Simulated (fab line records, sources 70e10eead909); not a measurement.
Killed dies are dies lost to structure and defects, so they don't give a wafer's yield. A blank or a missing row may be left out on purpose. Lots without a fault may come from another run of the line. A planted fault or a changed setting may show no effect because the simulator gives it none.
Which tool did it? | flow nand_harc | 13 lots, 39 wafers sampled, at 2 steps of a route of 1302

WHAT THE GAUGES READ, wafer by wafer
NHARC_A_SLIT_CD_MEAS_21.
lot  | measured     | on        | cd_nm (nm)
L437 | day 20 13:27 | cd_sem-03 | 287.9 289.7 290.7
L435 | day 20 18:18 | cd_sem-02 | 287.9 286.9 288.5
L438 | day 20 21:26 | cd_sem-02 | 291.3 291.5 289.9
L439 | day 21 13:11 | cd_sem-01 | 287.9 289.2 289.5
L442 | day 23 00:33 | cd_sem-01 | 289.5 290.0 288.8
L443 | day 23 01:25 | cd_sem-01 | 290.0 290.9 290.8
L446 | day 25 01:15 | cd_sem-02 | 289.4 290.2 289.0
L447 | day 25 02:43 | cd_sem-03 | 289.6 289.9 290.4
L450 | day 27 05:56 | cd_sem-01 | 289.3 288.6 289.8
L454 | day 28 04:02 | cd_sem-02 | 290.9 290.8 290.3
L455 | day 28 06:05 | cd_sem-01 | 291.0 290.8 289.4
L457 | day 28 09:29 | cd_sem-03 | 289.2 289.1 288.5
L456 | day 28 14:11 | cd_sem-01 | 290.1 289.9 288.7

WHICH TOOL RAN EACH LOT (tool, then ch and the chambers of the sampled wafers, then the start)
lot  | NHARC_A_SLIT_ETCH_29
L437 | rie_diel-06 ch 0,1,2, day 20 12:56
L435 | rie_diel-06 ch 0,1,2, day 20 17:46
L438 | rie_diel-11 ch 0,3, day 20 20:54
L439 | rie_diel-07 ch 1,2,3, day 21 12:38
L442 | rie_diel-07 ch 0,2,3, day 23 00:02
L443 | rie_diel-06 ch 0,1,3, day 23 00:53
L446 | rie_diel-07 ch 0,1,2, day 25 00:43
L447 | rie_diel-11 ch 0,1,3, day 25 02:10
L450 | rie_diel-11 ch 0,2,3, day 27 05:24
L454 | rie_diel-06 ch 2,3, day 28 03:28
L455 | rie_diel-06 ch 1,2, day 28 05:34
L457 | rie_diel-11 ch 0,2,3, day 28 08:55
L456 | rie_diel-07 ch 2,3, day 28 13:37
- NHARC_A_SLIT_ETCH_29: etches the open film in CF4/O2, target depth 100 nm, overetch 10 nm, time 55 s.

WHAT THE TOOLS THEMSELVES READ (means of the sampled wafers that have a number; where no wafer has one, the mark that the record gives instead)
NHARC_A_SLIT_ETCH_29.
lot  | tool        | drypump_motor_current_A (A) | oes_f_703_au (a.u.) | oes_product_au (a.u.) | rf_vpp_V (V) | showerhead_plenum_p_Torr (Torr) | throttle_valve_pct (%)
L437 | rie_diel-06 | 5.5                         | 1.002               | 0.991                 | 198.1        | 1.37                            | 13.398
L435 | rie_diel-06 | 5.5                         | 1.001               | 0.993                 | 198.8        | 1.37                            | 13.399
L438 | rie_diel-11 | 5.6                         | 1.000               | 0.998                 | 199.1        | 1.37                            | 13.395
L439 | rie_diel-07 | 5.4                         | 1.000               | 0.995                 | 196.0        | 1.29                            | 13.387
L442 | rie_diel-07 | 5.6                         | 1.004               | 1.001                 | 196.6        | 1.27                            | 13.391
L443 | rie_diel-06 | 5.9                         | 0.999               | 0.993                 | 198.3        | 1.36                            | 13.403
L446 | rie_diel-07 | 5.3                         | 1.001               | 0.996                 | 196.7        | 1.29                            | 13.398
L447 | rie_diel-11 | 5.5                         | 0.997               | 1.001                 | 198.7        | 1.38                            | 13.396
L450 | rie_diel-11 | 5.8                         | 1.006               | 0.995                 | 197.0        | 1.33                            | 13.399
L454 | rie_diel-06 | 5.1                         | 0.999               | 0.996                 | 199.7        | 1.40                            | 13.397
L455 | rie_diel-06 | 5.3                         | 0.997               | 0.997                 | 198.0        | 1.32                            | 13.398
L457 | rie_diel-11 | 5.8                         | 1.002               | 0.997                 | 198.2        | 1.33                            | 13.398
L456 | rie_diel-07 | 5.6                         | 1.002               | 0.998                 | 196.9        | 1.27                            | 13.393

THE ANSWER, worked out from the rows above alone
Rule: what is usual is taken from the lots themselves. Put in order of their means at a reading, lots are off if they are a third of the lots or fewer, leave a main group of 4 or more, and stand apart from it by a gap of 3 or more times the standard deviation of the main group's means; of several such gaps the widest counts. A main group whose means are all the same, to the digits that the tables above print for the reading, isn't used. A lot without any number at a reading at which 4 lots or more have one is off too. The other lots that the step has rows for count as sound. The gauges are gone through in route order, then the tools' own readings, and for those a lot's mean is taken as printed above. The first step at which some lot is off is used, and at that step the reading that is off furthest; a lot without a number counts as furthest.
No lot is off at any reading shown: from this, nothing can be told.

WHAT THE SIMULATOR HAD PUT IN
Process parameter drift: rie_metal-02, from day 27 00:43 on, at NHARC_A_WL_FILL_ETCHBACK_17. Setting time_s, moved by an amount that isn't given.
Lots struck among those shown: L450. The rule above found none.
